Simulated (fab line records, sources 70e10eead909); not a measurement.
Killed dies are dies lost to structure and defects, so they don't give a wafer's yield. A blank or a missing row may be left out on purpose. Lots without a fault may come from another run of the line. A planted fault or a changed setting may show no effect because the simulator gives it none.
fab line records | flow nand_harc
record lots=6 wafers=18 last_day=24
route steps=1159 shown A_STAIRCASE@536
lots that met no fault: from a run of the same line without faults
start_h: hours from the record's first day to the start of the lot's first wafer shown | wait_h: hours since the lot's step before | " the same as in the row above | L1.1+2: a row that stands for several wafers | - no value, or no start given | * or withheld: withheld | < > ~ a bound
route shown NAME@n: a module of which the file shows steps, and the number in the route of the first | usual: mean/standard deviation of fault-free wafers | same: alike in all rows | chamber/n: place in a boat | sites: the reading at each site | _std_site: their standard deviation | _edge_site: outer sites' mean less inner sites' | radius_mm: how far each site lies from the wafer's centre | mask NAME#n: copy n | behind: the tool/chamber that last shaped the wafer | hold: why the lot was held/for how many hours/how that ended | device: the transistor (n, p or np) that didn't switch | end of line: the same wafers' tests at the end of the route | a step without rows: its recipe alone | killed: dies lost to structure and defects at the first sort, not the wafer's yield | map: a wafer's dies, x killed, . not, _ none there
set.NAME: the setting as run; set.NAME@STEP: as run at that earlier step | model.NAME: the simulator's own value behind a step, which no gauge read
lots at some steps of the route; a table a step, a row a wafer
services: from which hour (start_h, from the record's first day; less than 0 if before it) a tool's chamber was out of use, for how many hours, and why
## steps
# step NHARC_A_STAIRCASE_SRD_174
# step NHARC_A_STAIRCASE_DEHYDRATE_01
# recipe temp_c=150 time_s=120
# step NHARC_A_STAIRCASE_HMDS_02
# recipe time_s=30
# step NHARC_A_STAIRCASE_COAT_03
# recipe spin_rpm=1200
# step NHARC_A_STAIRCASE_SOFTBAKE_04
# recipe temp_c=135 time_s=170
# step NHARC_A_STAIRCASE_EBR_05
# step NHARC_A_STAIRCASE_EXPOSE_06
# recipe na=0.5 dose_mj=25.43 mask_id=STAIR
# step NHARC_A_STAIRCASE_PEB_07
# recipe peb_temp_c=115 peb_time_s=130
# step NHARC_A_STAIRCASE_DEVELOP_08
# recipe time_s=140
# step NHARC_A_STAIRCASE_HARDBAKE_10
# recipe temp_c=120 time_s=140
# step NHARC_A_STAIRCASE_DESCUM_11
# recipe time_s=3 o2_flow_sccm=200 ar_flow_sccm=0 bias_power_w=0 chemistry=O2
# usual chamber_pressure_mTorr=60.00/0.053 drypump_motor_current_A=6.0/0.39 oes_product_au=0.999/0.0091 rf_vpp_V=57.6/0.95 showerhead_plenum_p_Torr=1.87/0.072 throttle_valve_pct=11.311/0.0097
# columns lot.wafer tool chamber start_h wait_h chamber_pressure_mTorr drypump_motor_current_A oes_product_au rf_hours_counter_h rf_vpp_V showerhead_plenum_p_Torr throttle_valve_pct
L383.3 rie_diel-03 0 240.21 - 59.97 6.5 1.001 6 57.1 1.79 11.317
L383.1 " 1 " " 59.91 6.0 0.994 7 57.9 1.84 11.298
L383.6 " 3 " " 60.00 5.3 0.994 - 57.9 1.88 11.305
L386.2 rie_diel-12 2 259.67 - 60.06 6.3 0.992 17 59.1 1.99 11.312
L386.4 " 3 " " 59.92 6.5 1.001 20 58.0 2.00 11.300
L386.5 " 2 " " 59.95 6.3 0.997 - 57.9 1.99 11.306
L389.4 rie_diel-12 2 288.22 - 60.00 6.3 0.984 27 58.9 1.99 11.326
L389.1 " 3 " " 60.08 6.5 1.007 32 57.1 2.00 11.314
L389.5 " 2 " " 59.96 6.3 0.997 - 58.3 1.99 11.325
L390.3 rie_diel-12 1 295.25 - 59.99 5.9 0.990 32 57.8 1.81 11.304
L390.4 " 2 " " 60.07 6.3 1.008 30 58.3 1.99 11.317
L390.6 " 1 " " 59.94 5.9 0.991 - 58.4 1.82 11.318
L400.4 rie_diel-08 0 350.83 - 59.97 6.3 0.979 13 57.9 1.79 11.319
L400.2 " 1 " " 60.05 5.9 1.001 12 58.0 1.84 11.331
L400.5 " 1 " " 59.99 5.9 0.989 - 57.2 1.84 11.307
L403.2 rie_diel-08 0 378.82 - 60.01 6.2 1.002 24 58.9 1.79 11.304
L403.1 " 1 " " 60.07 5.9 1.008 22 57.5 1.84 11.325
L403.6 " 2 " " 60.05 6.5 1.010 - 57.3 1.94 11.321
# step NHARC_A_STAIRCASE_TRIM_12
# recipe time_s=211.2 o2_flow_sccm=500 ar_flow_sccm=0 bias_w=0 chemistry=O2
# usual chamber_pressure_mTorr=60.00/0.059 drypump_motor_current_A=6.0/0.39 oes_product_au=0.998/0.0099 rf_vpp_V=57.4/0.88 run_length_s=232.5/0.48 showerhead_plenum_p_Torr=3.47/0.13 throttle_valve_pct=17.036/0.0089
# columns lot.wafer tool chamber start_h wait_h chamber_pressure_mTorr drypump_motor_current_A oes_product_au rf_hours_counter_h rf_vpp_V run_length_s showerhead_plenum_p_Torr throttle_valve_pct
L383.3 rie_diel-03 2 240.42 0.2 59.96 5.6 1.009 6 57.6 232.8 3.36 17.038
L383.1 " 3 " " 60.09 5.3 1.013 5 58.6 233.2 3.47 17.031
L383.6 " 1 " " 59.97 6.0 1.004 - 56.3 231.9 3.40 17.031
L386.2 rie_diel-12 3 259.81 0.1 60.00 6.5 1.005 20 58.3 232.2 3.68 17.023
L386.4 " 1 " " 60.02 5.9 0.985 19 56.9 232.4 3.37 17.036
L386.5 " 0 " " 59.98 5.7 1.000 - 55.9 232.5 3.46 17.040
L389.4 rie_diel-12 0 288.45 0.2 60.11 5.7 1.005 33 58.3 154.5 3.46 17.031
L389.1 " 1 " " 59.99 5.9 0.998 29 57.3 232.1 3.36 17.039
L389.5 " 2 " " 60.04 6.3 1.001 - 57.7 154.4 3.65 17.025
L390.3 rie_diel-12 2 295.41 0.1 59.98 6.3 1.001 30 56.2 232.3 3.65 17.013
L390.4 " 3 " " 59.98 6.5 1.010 36 56.4 153.8 3.67 17.044
L390.6 " 0 " " 59.99 5.7 0.999 - 56.9 233.2 3.45 17.044
L400.4 rie_diel-08 3 350.93 0.1 59.88 5.5 0.982 14 57.1 232.8 3.42 17.020
L400.2 " 0 " " 60.00 6.3 0.971 13 55.9 231.5 3.32 17.034
L400.5 " 3 " " 59.97 5.6 0.993 - 58.2 233.0 3.42 17.032
L403.2 rie_diel-08 3 378.89 0.1 60.02 5.6 0.983 24 56.1 232.6 3.42 17.026
L403.1 " 1 " " 59.95 5.9 1.022 22 58.2 233.0 3.40 17.037
L403.6 " 0 " " 60.00 6.2 0.998 - 58.2 231.7 3.32 17.038
# step NHARC_A_STAIRCASE_ETCH_13
# recipe target_depth_a=1000 time_s=40.5 ion_energy_ev=400 c4f8_flow_sccm=20 o2_flow_sccm=10 ar_flow_sccm=withheld rf_w=600 bias_w=1000 chemistry=C4F8/O2
# usual chamber_pressure_mTorr=25.000/0.023 oes_product_au=0.936/0.012 rf_vpp_V=893/4.5
# columns lot.wafer tool chamber start_h wait_h chamber_pressure_mTorr oes_product_au rf_hours_counter_h rf_vpp_V
L383.1 rie_diel-03 0 - - 24.969 0.934 6 888
L383.3 " 1 " " 25.034 0.932 7 892
L383.6 " 2 " " 25.014 0.933 - 890
L386.4 rie_diel-12 3 - - 25.034 0.928 20 901
L386.2 " 0 " " 24.986 0.923 20 895
L386.5 " 3 " " 25.037 0.923 - 901
L389.1 rie_diel-12 1 - - 25.003 0.912 29 889
L389.4 " 2 " " 24.986 0.905 27 901
L389.5 " 1 " " 24.986 0.915 - 890
L390.3 rie_diel-12 2 - - 24.977 0.935 30 901
L390.4 " 3 " " 24.992 0.939 36 901
L390.6 " 1 " " 25.010 0.919 - 890
L400.4 rie_diel-08 0 - - 24.950 0.932 13 889
L400.2 " 2 " " 24.992 0.931 13 896
L400.5 " 0 " " 24.996 0.931 - 888
L403.1 rie_diel-08 0 - - 24.976 0.939 24 888
L403.2 " 1 " " 24.986 0.961 22 891
L403.6 " 2 " " 25.027 0.943 - 896
## services
# columns tool chamber start_h hours kind
rie_diel-12 2 227.10 3.9 repair
rie_diel-12 0 235.95 - clean
rie_diel-12 1 235.95 - clean
rie_diel-12 2 235.95 - clean
rie_diel-12 3 235.95 - clean
rie_diel-12 0 260.45 - clean
rie_diel-12 1 260.45 - clean
rie_diel-12 2 260.45 - clean
rie_diel-12 3 260.45 - clean
rie_diel-12 0 284.95 - clean
rie_diel-12 1 284.95 - clean
rie_diel-12 2 284.95 - clean
rie_diel-12 3 284.95 - clean
rie_diel-08 - 301.95 9.0 pm
rie_diel-12 0 309.48 - clean
rie_diel-12 1 309.48 - clean
rie_diel-12 2 309.48 - clean
rie_diel-12 3 309.48 - clean
rie_diel-12 0 334.01 - clean
rie_diel-12 1 334.01 - clean
rie_diel-12 2 334.01 - clean
rie_diel-12 3 334.01 - clean
rie_diel-12 0 358.60 - clean
rie_diel-12 1 358.60 - clean
## key
first_sign step=NHARC_A_STAIRCASE_TRIM_12 reading=run_length_s direction=down sigmas=99+ usual=* struck=*
effect none on later readings
met_at NHARC_A_STAIRCASE_TRIM_12
struck_wafers L389.4,L389.5,L390.4
later_rows_left_out L389.4,L389.5,L390.4
sort_left_out L389.4,L389.5,L390.4
tester_left_out L389,L390
onset_between 259.81 288.45
fault kind=process_parameter_drift tool=rie_diel-12 chamber=- onset_h=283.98 steps=NHARC_A_STAIRCASE_TRIM_12 channel=time_s offset=* shape=step end_h=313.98 scope=struck_wafers_only acts_in=* stated=*
# tester_left_out: of these lots the tester's yield and bins aren't shown, on N5 and GAA mostly nor the transistor test; their killed dies are dies lost to structure and defects alone, not to doping, threshold or leakage, so they don't give the yield
# sort_left_out: the simulated sort isn't trusted on such a fault, so these wafers' sort isn't shown, and their yield isn't known
# later_rows_left_out: the simulator's readings of these wafers behind a module that went badly wrong aren't trusted and aren't shown, but for the sort
